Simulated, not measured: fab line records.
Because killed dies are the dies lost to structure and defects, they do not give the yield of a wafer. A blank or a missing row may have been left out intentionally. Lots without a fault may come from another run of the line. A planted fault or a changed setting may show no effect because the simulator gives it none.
Which tool is to blame?    flow n5Finfet    Sampling: 24 lots, 72 wafers, 5 of 1938 route steps

== WHAT THE GAUGES SHOWED, per wafer ==
N5_BEOL_M8_CD_MEAS_28: the cd target is 40 nm.
lot   measured      on        cdNm (nm)
L074  day 9 15:16   cdSem-02  40.34 40.16 39.88
L076  day 9 15:19   cdSem-01  40.11 40.30 40.38
L075  day 10 03:55  cdSem-03  39.92 40.27 39.71
L077  day 10 05:50  cdSem-02  40.62 40.17 40.03
L078  day 10 18:28  cdSem-01  39.70 39.77 40.21
L079  day 10 18:38  cdSem-03  39.87 39.79 39.66
L080  day 11 13:07  cdSem-03  39.89 40.43 40.34
L082  day 11 13:11  cdSem-02  40.20 40.57 39.91
L083  day 11 13:52  cdSem-02  40.38 40.70 40.08
L085  day 11 19:46  cdSem-01  40.17 40.19 39.80
L081  day 11 21:41  cdSem-01  39.61 39.76 39.91
L084  day 12 16:39  cdSem-03  40.12 40.25 40.24
L086  day 13 10:32  cdSem-02  40.30 40.10 40.36
L088  day 13 10:42  cdSem-01  40.31 40.01 39.97
L089  day 13 10:44  cdSem-02  39.86 39.90 40.03
L087  day 13 10:55  cdSem-01  39.76 40.09 40.10
L090  day 13 19:23  cdSem-02  39.66 40.07 40.15
L091  day 13 22:18  cdSem-03  40.16 40.09 40.00
L092  day 14 15:49  cdSem-03  40.16 40.27 39.78
L094  day 14 15:52  cdSem-01  39.87 39.78 40.45
L093  day 14 18:25  cdSem-02  39.89 39.80 40.08
L095  day 15 01:48  cdSem-03  39.98 39.80 39.76
L096  day 15 18:20  cdSem-01  39.35 39.65 39.59
L097  day 16 04:04  cdSem-02  40.48 39.96 39.85

N5_BEOL_M8_OVL_MEAS_29.
lot   measured      on          V7_OVL (nm)
L074  day 9 15:18   overlay-02  0.5 0.7 -1.0
L076  day 9 15:21   overlay-01  -0.1 0.7 -0.1
L075  day 10 03:57  overlay-02  0.0 1.4 0.8
L077  day 10 05:52  overlay-02  0.2 0.9 0.0
L078  day 10 18:30  overlay-02  0.5 0.7 1.2
L079  day 10 18:41  overlay-01  -0.6 0.3 0.5
L080  day 11 13:08  overlay-02  -0.3 0.5 -0.2
L082  day 11 13:13  overlay-01  0.8 0.2 1.2
L083  day 11 13:54  overlay-01  0.0 -1.0 -0.4
L085  day 11 19:47  overlay-02  -0.4 0.1 0.2
L081  day 11 21:43  overlay-02  0.9 0.1 -0.1
L084  day 12 16:41  overlay-02  -0.5 0.7 0.2
L086  day 13 10:34  overlay-02  1.3 1.3 1.0
L088  day 13 10:44  overlay-02  0.5 -0.2 1.0
L089  day 13 10:46  overlay-01  0.6 0.2 0.3
L087  day 13 10:57  overlay-02  0.5 0.2 0.7
L090  day 13 19:25  overlay-02  -0.4 -0.3 -0.4
L091  day 13 22:20  overlay-01  -0.2 -0.2 0.2
L092  day 14 15:52  overlay-02  -1.6 -0.7 -1.5
L094  day 14 15:55  overlay-01  0.2 -0.4 -1.2
L093  day 14 18:27  overlay-01  -0.6 -0.6 0.0
L095  day 15 01:50  overlay-02  0.8 0.2 0.5
L096  day 15 18:22  overlay-02  0.9 0.0 -0.2
L097  day 16 04:06  overlay-01  0.5 0.3 -0.4

N5_BEOL_M8_RS_MEAS_57: uses a four-point probe to measure.
lot   measured      on            M8_RS (ohm/sq)
L074  day 9 18:43   filmMetro-02  0.285 0.290 0.290
L076  day 9 18:56   filmMetro-02  0.294 0.289 0.290
L075  day 10 07:05  filmMetro-02  0.284 0.280 0.280
L077  day 10 10:14  filmMetro-01  0.273 0.279 0.292
L078  day 10 21:41  filmMetro-01  0.291 0.274 0.277
L079  day 10 22:32  filmMetro-01  0.282 0.278 0.282
L080  day 11 17:45  filmMetro-02  0.287 0.284 0.275
L082  day 11 18:02  filmMetro-01  0.295 0.282 0.281
L083  day 11 18:20  filmMetro-01  0.293 0.278 0.277
L085  day 11 23:02  filmMetro-01  0.280 0.294 0.281
L081  day 12 00:20  filmMetro-02  0.286 0.275 0.295
L084  day 12 20:27  filmMetro-02  0.276 0.274 0.277
L086  day 13 13:44  filmMetro-01  0.279 0.279 0.270
L088  day 13 14:04  filmMetro-02  0.298 0.293 0.283
L089  day 13 15:23  filmMetro-01  0.285 0.286 0.276
L087  day 13 15:23  filmMetro-01  0.277 0.288 0.280
L090  day 13 23:50  filmMetro-01  0.284 0.278 0.291
L091  day 14 02:21  filmMetro-01  0.289 0.278 0.291
L092  day 14 19:59  filmMetro-01  0.272 0.292 0.280
L094  day 14 20:11  filmMetro-02  0.290 0.290 0.283
L093  day 14 21:13  filmMetro-01  0.280 0.290 0.286
L095  day 15 05:11  filmMetro-02  0.294 0.286 0.300
L096  day 15 22:29  filmMetro-01  0.287 0.277 0.294
L097  day 16 08:47  filmMetro-01  0.280 0.277 0.281

N5_BEOL_M9_OVL_MEAS_29.
lot   measured      on          V8_OVL (nm)
L074  day 9 22:04   overlay-02  1.2 -0.6 -0.9
L076  day 9 22:15   overlay-02  0.5 -0.1 0.4
L075  day 10 18:25  overlay-02  -0.3 0.2 0.1
L077  day 10 18:04  overlay-01  -0.1 1.2 -0.5
L078  day 11 01:52  overlay-01  0.3 0.8 1.0
L079  day 11 03:02  overlay-02  -0.4 0.2 -1.3
L080  day 11 22:05  overlay-02  -0.4 0.0 -0.6
L082  day 11 21:55  overlay-01  0.1 0.3 -0.3
L083  day 11 22:08  overlay-01  -0.2 0.3 0.1
L085  day 12 05:29  overlay-01  -0.3 0.1 0.1
L081  day 12 05:26  overlay-02  0.3 0.4 0.3
L084  day 13 01:50  overlay-02  1.2 1.1 0.8
L086  day 13 19:17  overlay-01  0.3 0.8 0.8
L088  day 13 22:03  overlay-02  -1.0 -0.4 0.9
L089  day 13 21:59  overlay-01  -1.3 -0.4 -0.6
L087  day 13 22:05  overlay-01  -0.1 -1.0 -0.7
L090  day 14 03:53  overlay-02  -0.8 -0.1 -0.2
L091  day 14 07:22  overlay-02  0.2 0.1 0.3
L092  day 15 01:44  overlay-02  0.9 0.3 0.2
L094  day 15 03:16  overlay-01  1.5 0.9 0.7
L093  day 15 01:47  overlay-01  -0.6 0.2 -0.2
L095  day 15 10:11  overlay-02  0.2 -0.5 -1.2
L096  day 16 02:02  overlay-01  0.4 -0.4 -0.6
L097  day 16 12:49  overlay-02  -1.2 -0.4 -1.2

== EACH LOT AND THE TOOL THAT RAN IT (in order: tool; ch and the chambers of the sampled wafers; start) ==
lot   N5_BEOL_M9_DESCUM_16
L074  rieDiel-01 ch 0,1,3, day 9 21:02
L076  rieDiel-06 ch 0,2, day 9 21:14
L075  rieDiel-01 ch 1,2, day 10 12:09
L077  rieDiel-01 ch 0,2, day 10 12:53
L078  rieDiel-06 ch 0,1, day 11 00:59
L079  rieDiel-01 ch 0,2,3, day 11 01:19
L080  rieDiel-01 ch 1,2, day 11 21:13
L082  rieDiel-05 ch 1,2,3, day 11 20:59
L083  rieDiel-05 ch 0,3, day 11 21:18
L085  rieDiel-05 ch 1,2,3, day 12 02:35
L081  rieDiel-06 ch 0,1,2, day 12 03:04
L084  rieDiel-06 ch 0,1, day 12 23:19
L086  rieDiel-06 ch 1,2,3, day 13 15:07
L088  rieDiel-06 ch 0,1,2, day 13 20:06
L089  rieDiel-06 ch 0,1, day 13 20:26
L087  rieDiel-01 ch 2,3, day 13 20:17
L090  rieDiel-05 ch 0,1, day 14 02:38
L091  rieDiel-05 ch 0,2,3, day 14 05:31
L092  rieDiel-01 ch 1,2,3, day 14 23:02
L094  rieDiel-05 ch 1,2, day 14 23:44
L093  rieDiel-06 ch 1,2,3, day 15 00:10
L095  rieDiel-06 ch 0,1,2, day 15 07:56
L096  rieDiel-01 ch 0,1,3, day 16 00:45
L097  rieDiel-01 ch 1,3, day 16 11:59
- N5_BEOL_M9_DESCUM_16: chemistry O2, time 7.9 s.

== AS READ BY THE TOOLS THEMSELVES (means over the sampled wafers that have a number; for cases with no such wafer, the mark the record gives instead) ==
N5_BEOL_M9_DESCUM_16.
lot   tool        drypumpMotorCurrentA (A)  oesProductAu (a.u.)  rfVppV (V)  showerheadPlenumPTorr (Torr)  throttleValvePct (%)
L074  rieDiel-01  5.9                       0.79                 243.2       2.08                          20.38
L076  rieDiel-06  5.7                       0.69                 241.3       1.97                          20.84
L075  rieDiel-01  5.6                       0.72                 242.7       2.05                          20.26
L077  rieDiel-01  6.5                       0.72                 242.1       2.04                          20.27
L078  rieDiel-06  5.9                       0.83                 244.9       2.20                          20.64
L079  rieDiel-01  6.2                       0.79                 242.4       2.03                          20.30
L080  rieDiel-01  5.3                       0.70                 244.5       2.09                          20.38
L082  rieDiel-05  5.8                       0.85                 244.4       2.15                          20.41
L083  rieDiel-05  5.7                       0.74                 244.2       2.12                          20.67
L085  rieDiel-05  5.8                       0.85                 244.3       2.14                          20.41
L081  rieDiel-06  5.8                       0.89                 246.3       2.21                          20.58
L084  rieDiel-06  5.7                       0.87                 245.1       2.21                          20.50
L086  rieDiel-06  5.9                       0.84                 243.1       2.14                          20.64
L088  rieDiel-06  5.8                       0.86                 244.3       2.20                          20.61
L089  rieDiel-06  6.0                       0.79                 245.4       2.19                          20.67
L087  rieDiel-01  5.9                       0.83                 241.9       2.03                          20.36
L090  rieDiel-05  6.0                       0.84                 242.6       2.07                          20.06
L091  rieDiel-05  5.6                       0.76                 244.3       2.10                          20.64
L092  rieDiel-01  5.6                       0.75                 242.1       2.06                          20.39
L094  rieDiel-05  6.0                       0.87                 243.3       2.12                          20.12
L093  rieDiel-06  5.9                       0.82                 243.2       2.14                          20.66
L095  rieDiel-06  5.8                       0.84                 245.5       2.20                          20.62
L096  rieDiel-01  5.9                       0.92                 243.6       2.07                          20.22
L097  rieDiel-01  5.6                       0.88                 243.3       2.07                          20.38

== THE ANSWER, worked out from the rows above alone ==
Rule: usual is defined by the lots themselves. The widest of any qualifying gaps counts: lots, ordered by their means at a reading, are off when they make up no more than a third of the lots, leave a main group of 4 or more, and stand apart from it by 3 or more times the standard deviation of that group's means. The tables above print the reading to a certain number of digits; a main group whose means all agree to those digits is not used. Also off: a lot with no number at a reading for which 4 or more lots have one. Any other lot the step has rows for is counted as sound. After the gauges, taken in route order, come the tools' own readings; for these a lot's mean is taken, as printed above. At the first step where some lot is off, the reading lying furthest off is the one used; lots without a number count as furthest.
No lot is off at any reading shown: from this, nothing can be told.

== WHAT THE SIMULATOR HAD PUT IN ==
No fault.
